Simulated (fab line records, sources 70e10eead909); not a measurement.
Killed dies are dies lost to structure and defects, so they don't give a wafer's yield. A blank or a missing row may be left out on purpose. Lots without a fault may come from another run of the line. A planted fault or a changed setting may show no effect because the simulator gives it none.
Chamber matching | flow nand_harc | NHARC_A_CHANNEL_FILL_D1_ALD_25 on ald_hk-03: 4 sister chambers
The step deposits SiOx, target thk 60 nm, pulse time 10 s, ald cycles 600. 8 wafers are shown with their chamber, then 8 later ones without.

WAFERS WITH THEIR CHAMBER
wafer  | chamber | heater_power_w (W) | susceptor_temp_C (C)
L074.3 | 1       | 458                | 299.76
L079.2 | 1       | 455                | 299.83
L081.1 | 3       | 476                | 299.80
L081.5 | 2       | 470                | 300.24
L086.1 | 3       | 468                | 300.22
L086.3 | 0       | 390                | 299.67
L086.6 | 0       | 387                | 299.90
L092.1 | 2       | 461                | 300.13

WAFERS WITHOUT THEIR CHAMBER
wafer  | heater_power_w (W) | susceptor_temp_C (C)
L092.3 | 462                | 300.22
L092.4 | 452                | 300.30
L090.2 | 459                | 300.27
L090.5 | 449                | 299.83
L090.6 | 464                | 299.97
L094.2 | 446                | 299.80
L094.1 | 444                | 300.10
L094.4 | 486                | 299.82

WHICH CHAMBER EACH WENT THROUGH
wafer  | from the rows above          | in truth
L092.3 | can't be placed: 2 or 3 or 1 | 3
L092.4 | can't be placed: 1 or 2 or 3 | 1
L090.2 | can't be placed: 2 or 1 or 3 | 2
L090.5 | 1                            | 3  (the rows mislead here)
L090.6 | can't be placed: 2 or 3 or 1 | 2
L094.2 | 1                            | 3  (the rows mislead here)
L094.1 | can't be placed: 1 or 2      | 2
L094.4 | can't be placed: 3 or 2      | 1
Placed correctly: 0 of 8. Can't be placed from these rows: 6 (the true chamber is among the candidates in 5). Placed wrongly: 2.
How it was worked out, from the rows above alone: a wafer's distance from a chamber is the root of the sum, over the readings, of the square of ((its reading less the chamber's mean) divided by the reading's scatter). The wafer belongs to the nearest chamber; if the next one is less than 2 further off, it can't be placed. A chamber's mean is the mean of its shown wafers. The scatter: the root of (the sum of the squares of (reading less its chamber's mean) over the shown wafers, divided by (wafers less chambers)).
